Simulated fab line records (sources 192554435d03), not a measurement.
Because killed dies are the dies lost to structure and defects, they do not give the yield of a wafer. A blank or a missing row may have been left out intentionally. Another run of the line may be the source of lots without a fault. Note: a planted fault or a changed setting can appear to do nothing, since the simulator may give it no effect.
Matching of chambers ; flow n5Finfet ; uvCure-02 running N5_BEOL_M6_CURE_74: 3 sister chambers
The step cures SiCOH lowk, time 240 s. 6 wafers are shown with their chamber, then 11 later ones without.

WAFERS, EACH WITH ITS CHAMBER
wafer;chamber;wafer_temp_C_max;lampPowerPct (%)
L080.4;0;387.3;52.31
L080.5;0;387.3;52.22
L081.3;2;388.1;52.36
L081.6;2;387.7;52.26
L084.5;1;387.9;52.34
L086.3;1;387.3;52.35

WAFERS WITH NO CHAMBER GIVEN
wafer;wafer_temp_C_max;lampPowerPct (%)
L086.4;387.6;52.22
L086.6;387.5;52.28
L094.1;386.9;52.31
L094.4;387.8;52.35
L094.5;387.1;52.27
L097.1;387.0;52.35
L097.2;387.7;52.27
L097.3;388.0;52.34
L097.4;387.1;52.30
L097.5;387.3;52.34
L097.6;387.0;52.32

WHICH CHAMBER EACH ONE RAN IN
wafer;from the rows above;in truth
L086.4;can't be placed: 0 or 2 or 1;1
L086.6;can't be placed: 0 or 1 or 2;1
L094.1;can't be placed: 0 or 1 or 2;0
L094.4;can't be placed: 1 or 2 or 0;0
L094.5;can't be placed: 0 or 1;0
L097.1;can't be placed: 0 or 1 or 2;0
L097.2;can't be placed: 2 or 0 or 1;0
L097.3;can't be placed: 2 or 1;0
L097.4;can't be placed: 0 or 1 or 2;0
L097.5;can't be placed: 1 or 0 or 2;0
L097.6;can't be placed: 0 or 1 or 2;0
Correct placement for 0 of the 11. From these rows, 11 cannot be placed; in 10 the true chamber is one of the candidates. Wrongly placed: 0.
How it was worked out, from the rows above alone: a wafer's distance from a chamber is the root of the sum, over the readings, of the square of ((its reading less the chamber's mean) divided by the reading's scatter). The wafer belongs to the nearest chamber; if the next one is less than 2 further off, it can't be placed. A chamber's mean is the mean of its shown wafers. The scatter: take each reading less its chamber's mean, square it, sum over the shown wafers, divide by the number of wafers less the number of chambers, and take the root.
